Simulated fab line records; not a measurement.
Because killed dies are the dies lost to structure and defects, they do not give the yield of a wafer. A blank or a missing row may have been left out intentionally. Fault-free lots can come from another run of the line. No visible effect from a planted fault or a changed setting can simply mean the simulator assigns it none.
Struck lot and sound lot, side by side / flow nand_harc / 15 steps out of a route of 1302
Sound: wafers L350.2, L350.3, L350.6. Wafers L363.2, L363.3, L363.6 were the ones struck. The cause is named last.
Order at every step that has rows: each side's tool, ch and its chambers, its first start. Under that, the readings that differ: sound wafers / struck wafers / difference of the means / sigmas: that difference in standard deviations of wafers without a fault.
alike: readings with means less than 2 such deviations apart, plus words and numbers identical on both sides. not compared: withheld readings, readings lacking a value on some wafer, bounds such as >300 that could conceal the same value, and numbers that have no deviation in the record and whose values overlap.
Wherever a step has rows on one side only, a row that says differs or no value, or a row with sigmas, the two part there. Numbers that have no deviation but don't overlap get no sigmas and don't part them. A reading that every wafer of one side lacks parts them only if that side has two wafers or more.

first, 9 steps without rows for these wafers: NHARC_P_ZERO_WELL_STRIP_15 (strips in SPM, time 900 s); NHARC_P_ZERO_WELL_DEHYDRATE_16 (time 120 s); NHARC_P_ZERO_WELL_HMDS_17 (time 30 s); NHARC_P_ZERO_WELL_COAT_18; NHARC_P_ZERO_WELL_SOFTBAKE_19 (time 95 s); NHARC_P_ZERO_WELL_EBR_20; NHARC_P_ZERO_WELL_EXPOSE_21 (exposes mask P NWELL, target cd 720 nm); NHARC_P_ZERO_WELL_PEB_22 (peb time 85 s); NHARC_P_ZERO_WELL_DEVELOP_23 (time 70 s).
NHARC_P_ZERO_WELL_CD_MEAS_24: target cd 720 nm.
  sound on cd_sem-03 ch 0, day 3 14:31; struck on cd_sem-01 ch 0, day 9 00:35
  alike: cd_nm
then, 1 step without rows for these wafers: NHARC_P_ZERO_WELL_HARDBAKE_25 (time 80 s).
NHARC_P_ZERO_WELL_DESCUM_26: chemistry O2, time 3 s.
  sound on rie_diel-13 ch 0,1, day 3 14:41; struck on rie_diel-13 ch 0,1,3, day 9 00:46
  alike: drypump_motor_current_A, oes_product_au, rf_vpp_V, showerhead_plenum_p_Torr, throttle_valve_pct
  not compared: rf_hours_counter_h
NHARC_P_ZERO_WELL_IMPLANT_27:
  sound on implanter-01 ch 0, day 3 14:51; struck on implanter-01 ch 0, day 9 01:20
then, 2 steps without rows for these wafers: NHARC_P_ZERO_WELL_IMPLANT_57; NHARC_END_SORT_01.

== WHERE THEY PART ==
Nowhere in this record.

WHY: what had been put in by the simulator
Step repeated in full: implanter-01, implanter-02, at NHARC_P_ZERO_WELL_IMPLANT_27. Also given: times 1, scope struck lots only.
